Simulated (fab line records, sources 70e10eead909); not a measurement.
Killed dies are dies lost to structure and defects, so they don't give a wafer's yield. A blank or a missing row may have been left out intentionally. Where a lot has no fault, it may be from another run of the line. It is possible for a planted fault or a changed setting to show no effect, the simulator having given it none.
Which of the tools did it? + flow nand harc + 14 lots, 42 wafers sampled, at 4 steps of a route of 1302

## WHAT EACH GAUGE READ, for each wafer
NHARC_A_M0_CD_MEAS_09: target cd 80 nm.
| lot  | measured     | on        | cd nm (nm)        |
|------|--------------|-----------|-------------------|
| L792 | day 23 01:15 | cd sem-02 | 78.8 79.3 80.4    |
| L791 | day 23 04:22 | cd sem-01 | 79.8 80.1 80.2    |
| L793 | day 24 03:52 | cd sem-02 | 79.6 80.4 79.5    |
| L795 | day 24 10:06 | cd sem-02 | 79.7 80.2 79.3    |
| L797 | day 24 14:25 | cd sem-02 | 80.3 81.1 81.2    |
| L796 | day 25 23:53 | cd sem-01 | 80.5 80.3 80.8    |
| L802 | day 27 19:49 | cd sem-01 | 105.9 105.8 106.4 |
| L805 | day 28 08:59 | cd sem-01 | 105.8 106.5 105.6 |
| L809 | day 29 15:13 | cd sem-03 | 79.6 80.5 80.0    |
| L810 | day 30 07:05 | cd sem-01 | 80.4 80.4 81.0    |
| L811 | day 31 12:40 | cd sem-02 | 80.1 80.1 81.6    |
| L813 | day 31 18:53 | cd sem-01 | 79.9 79.8 80.6    |
| L812 | day 32 03:31 | cd sem-02 | 79.2 81.4 81.1    |
| L814 | day 32 21:40 | cd sem-02 | 79.2 80.2 79.0    |

## WHICH TOOL RAN EACH LOT (tool, then ch and the chambers of the sampled wafers, then the start)
| lot  | NHARC_A_BLC_DEGAS_30         | NHARC_A_BLC_CMP_25            | NHARC_A_M0_PEB_07                 |
|------|------------------------------|-------------------------------|-----------------------------------|
| L792 | pvd sputter-01, day 22 22:55 | cmp-01 ch 0,1, day 22 23:55   | litho track-01 ch 0, day 23 01:10 |
| L791 | pvd sputter-01, day 23 02:05 | cmp-02 ch 0,1,3, day 23 03:05 | litho track-01 ch 0, day 23 04:17 |
| L793 | pvd sputter-03, day 24 01:27 | cmp-02 ch 1,2,3, day 24 02:28 | litho track-01 ch 0, day 24 03:47 |
| L795 | pvd sputter-03, day 24 07:57 | cmp-02 ch 0,3, day 24 08:56   | litho track-04 ch 0, day 24 10:01 |
| L797 | pvd sputter-03, day 24 12:16 | cmp-01 ch 1,3, day 24 13:15   | litho track-06 ch 0, day 24 14:20 |
| L796 | pvd sputter-03, day 25 21:38 | cmp-01 ch 1,2,3, day 25 22:40 | litho track-06 ch 0, day 25 23:49 |
| L802 | pvd sputter-02, day 27 17:34 | cmp-01 ch 0,1,3, day 27 18:31 | litho track-06 ch 0, day 27 19:44 |
| L805 | pvd sputter-03, day 28 06:43 | cmp-01 ch 0,1,3, day 28 07:41 | litho track-06 ch 0, day 28 08:55 |
| L809 | pvd sputter-02, day 29 12:50 | cmp-04 ch 0,2,3, day 29 13:52 | litho track-01 ch 0, day 29 15:08 |
| L810 | pvd sputter-03, day 30 04:49 | cmp-01 ch 0,2, day 30 05:49   | litho track-04 ch 0, day 30 07:01 |
| L811 | pvd sputter-01, day 31 10:20 | cmp-02 ch 1,2,3, day 31 11:23 | litho track-06 ch 0, day 31 12:35 |
| L813 | pvd sputter-02, day 31 16:31 | cmp-02 ch 2,3, day 31 17:35   | litho track-01 ch 0, day 31 18:48 |
| L812 | pvd sputter-01, day 32 01:21 | cmp-02 ch 0,1,2, day 32 02:20 | litho track-01 ch 0, day 32 03:26 |
| L814 | pvd sputter-02, day 32 19:31 | cmp-04 ch 1,2,3, day 32 20:33 | litho track-01 ch 0, day 32 21:35 |
- NHARC_A_BLC_DEGAS_30: time 60 s.
- NHARC_A_BLC_CMP_25: polishes, t overpolish 30 s, target thk 150 nm.
- NHARC_A_M0_PEB_07: peb time 65 s.

## AS READ BY THE TOOLS THEMSELVES (means over the sampled wafers that have a number; for cases with no such wafer, the mark the record gives instead)
NHARC_A_BLC_DEGAS_30.
| lot  | tool           | heater power w (W) |
|------|----------------|--------------------|
| L792 | pvd sputter-01 | 441                |
| L791 | pvd sputter-01 | 411                |
| L793 | pvd sputter-03 | 485                |
| L795 | pvd sputter-03 | 486                |
| L797 | pvd sputter-03 | 479                |
| L796 | pvd sputter-03 | 480                |
| L802 | pvd sputter-02 | 463                |
| L805 | pvd sputter-03 | 481                |
| L809 | pvd sputter-02 | 468                |
| L810 | pvd sputter-03 | 494                |
| L811 | pvd sputter-01 | 453                |
| L813 | pvd sputter-02 | 463                |
| L812 | pvd sputter-01 | 453                |
| L814 | pvd sputter-02 | 459                |

NHARC_A_BLC_CMP_25.
| lot  | tool   | motor current A (A) | overpolish run s (s) | slurry filter dp kPa (kPa) | time to endpoint s (s) |
|------|--------|---------------------|----------------------|----------------------------|------------------------|
| L792 | cmp-01 | 12.1                | 30.002               | 13.51                      | 33.9                   |
| L791 | cmp-02 | 11.6                | 29.991               | 13.60                      | 31.8                   |
| L793 | cmp-02 | 11.7                | 30.001               | 13.65                      | 30.0                   |
| L795 | cmp-02 | 12.7                | 29.997               | 13.53                      | 33.7                   |
| L797 | cmp-01 | 11.7                | 29.992               | 13.54                      | 33.7                   |
| L796 | cmp-01 | 11.2                | 30.002               | 13.57                      | 28.5                   |
| L802 | cmp-01 | 11.5                | 29.999               | 13.35                      | 30.6                   |
| L805 | cmp-01 | 11.2                | 29.997               | 13.51                      | 30.7                   |
| L809 | cmp-04 | 12.8                | 30.000               | 13.42                      | 32.4                   |
| L810 | cmp-01 | 10.6                | 29.994               | 13.37                      | 29.9                   |
| L811 | cmp-02 | 11.4                | 29.998               | 13.58                      | 31.4                   |
| L813 | cmp-02 | 12.3                | 29.999               | 13.48                      | 30.5                   |
| L812 | cmp-02 | 11.3                | 30.007               | 13.48                      | 28.7                   |
| L814 | cmp-04 | 11.6                | 29.993               | 13.58                      | 30.6                   |

NHARC_A_M0_PEB_07.
| lot  | tool           | chill plate temp C (C) | heater power total W (W) | plate temp C (C) |
|------|----------------|------------------------|--------------------------|------------------|
| L792 | litho track-01 | 22.89                  | 156.8                    | 100.25           |
| L791 | litho track-01 | 22.92                  | 156.5                    | 99.92            |
| L793 | litho track-01 | 23.11                  | 156.8                    | 99.73            |
| L795 | litho track-04 | 22.90                  | 157.1                    | 100.11           |
| L797 | litho track-06 | 22.99                  | 156.6                    | 99.98            |
| L796 | litho track-06 | 22.95                  | 156.8                    | 99.79            |
| L802 | litho track-06 | 23.05                  | 174.4                    | 108.05           |
| L805 | litho track-06 | 22.97                  | 174.1                    | 108.00           |
| L809 | litho track-01 | 23.18                  | 156.3                    | 99.97            |
| L810 | litho track-04 | 22.96                  | 156.6                    | 100.00           |
| L811 | litho track-06 | 22.94                  | 156.7                    | 99.84            |
| L813 | litho track-01 | 23.03                  | 156.4                    | 99.95            |
| L812 | litho track-01 | 22.97                  | 156.6                    | 99.97            |
| L814 | litho track-01 | 22.93                  | 156.5                    | 99.91            |

## THE ANSWER, worked out from the rows above alone
Rule: what is usual is taken from the lots themselves. The widest of any qualifying gaps counts: lots, ordered by their means at a reading, are off when they make up no more than a third of the lots, leave a main group of 4 or more, and stand apart from it by 3 or more times the standard deviation of that group's means. The tables above print the reading to a certain number of digits; a main group whose means all agree to those digits is not used. Also off: a lot with no number at a reading for which 4 or more lots have one. Any other lot the step has rows for is counted as sound. After the gauges, taken in route order, come the tools' own readings; for these a lot's mean is taken, as printed above. At the first step where some lot is off, the reading lying furthest off is the one used; lots without a number count as furthest.
Off, at NHARC_A_M0_CD_MEAS_09 on cd nm: L802, L805. For the main group the mean is 80.2 nm and the standard deviation 0.45.
If a tool, at a process step before that reading, ran all the lots that are off and no sound lot after the first of them, it fits. The gauges at NHARC_A_M0_CD_MEAS_09 aren't tried: what is off there is off at NHARC_A_M0_PEB_07 too, on other tools, and a gauge's error can't cause that. No candidate that was tried fits.

## WHAT WAS PUT IN BY THE SIMULATOR
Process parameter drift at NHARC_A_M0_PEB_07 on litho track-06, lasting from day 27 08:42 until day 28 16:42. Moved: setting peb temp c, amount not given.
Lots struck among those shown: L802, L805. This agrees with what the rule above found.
